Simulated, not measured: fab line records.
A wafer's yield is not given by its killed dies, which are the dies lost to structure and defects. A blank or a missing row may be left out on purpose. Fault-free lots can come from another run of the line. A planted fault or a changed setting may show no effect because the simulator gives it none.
Matching of chambers :: flow n5_finfet :: N5_BEOL_M4_STRIP_66 on rie_diel-04 has 4 sister chambers
The step strips in CF4. 8 wafers are shown with their chamber, then 8 later ones without.

WAFERS, EACH WITH ITS CHAMBER
wafer: L079.6
chamber: 1
drypump_motor_current_A (A): 4.8
showerhead_plenum_p_Torr (Torr): 1.78

wafer: L080.1
chamber: 3
drypump_motor_current_A (A): 5.4
showerhead_plenum_p_Torr (Torr): 1.81

wafer: L085.2
chamber: 1
drypump_motor_current_A (A): 4.8
showerhead_plenum_p_Torr (Torr): 1.78

wafer: L085.4
chamber: 0
drypump_motor_current_A (A): 5.5
showerhead_plenum_p_Torr (Torr): 1.82

wafer: L087.3
chamber: 2
drypump_motor_current_A (A): 5.6
showerhead_plenum_p_Torr (Torr): 1.83

wafer: L087.5
chamber: 3
drypump_motor_current_A (A): 5.4
showerhead_plenum_p_Torr (Torr): 1.81

wafer: L087.6
chamber: 0
drypump_motor_current_A (A): 5.5
showerhead_plenum_p_Torr (Torr): 1.82

wafer: L089.1
chamber: 2
drypump_motor_current_A (A): 5.7
showerhead_plenum_p_Torr (Torr): 1.82

WAFERS MISSING THEIR CHAMBER
wafer: L089.4
drypump_motor_current_A (A): 5.5
showerhead_plenum_p_Torr (Torr): 1.82

wafer: L089.6
drypump_motor_current_A (A): 5.4
showerhead_plenum_p_Torr (Torr): 1.80

wafer: L091.3
drypump_motor_current_A (A): 5.5
showerhead_plenum_p_Torr (Torr): 1.82

wafer: L091.4
drypump_motor_current_A (A): 5.4
showerhead_plenum_p_Torr (Torr): 1.80

wafer: L091.6
drypump_motor_current_A (A): 5.6
showerhead_plenum_p_Torr (Torr): 1.82

wafer: L095.2
drypump_motor_current_A (A): 5.4
showerhead_plenum_p_Torr (Torr): 1.80

wafer: L095.3
drypump_motor_current_A (A): 4.7
showerhead_plenum_p_Torr (Torr): 1.77

wafer: L095.6
drypump_motor_current_A (A): 5.4
showerhead_plenum_p_Torr (Torr): 1.80

EACH ONE'S CHAMBER
wafer: L089.4
from the rows above: 0
in truth: 0

wafer: L089.6
from the rows above: 3
in truth: 3

wafer: L091.3
from the rows above: 0
in truth: 0

wafer: L091.4
from the rows above: 3
in truth: 3

wafer: L091.6
from the rows above: can't be placed: 2 or 0
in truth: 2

wafer: L095.2
from the rows above: 3
in truth: 3

wafer: L095.3
from the rows above: 1
in truth: 1

wafer: L095.6
from the rows above: 3
in truth: 3
7 of 8 placed correctly. These rows do not allow placing 1 (true chamber among the candidates in 1). Wrongly placed: 0.
How it was worked out, from the rows above alone: a wafer's distance from a chamber is the root of the sum, over the readings, of the square of ((its reading less the chamber's mean) divided by the reading's scatter). If the next closest chamber is less than 2 further off than the closest, the wafer can't be placed; otherwise it belongs to the closest. For every chamber, the mean is computed from those of its wafers that are shown. The scatter is the square root of a quotient: the sum, over the shown wafers, of each reading's squared deviation from its chamber's mean, divided by wafers minus chambers.
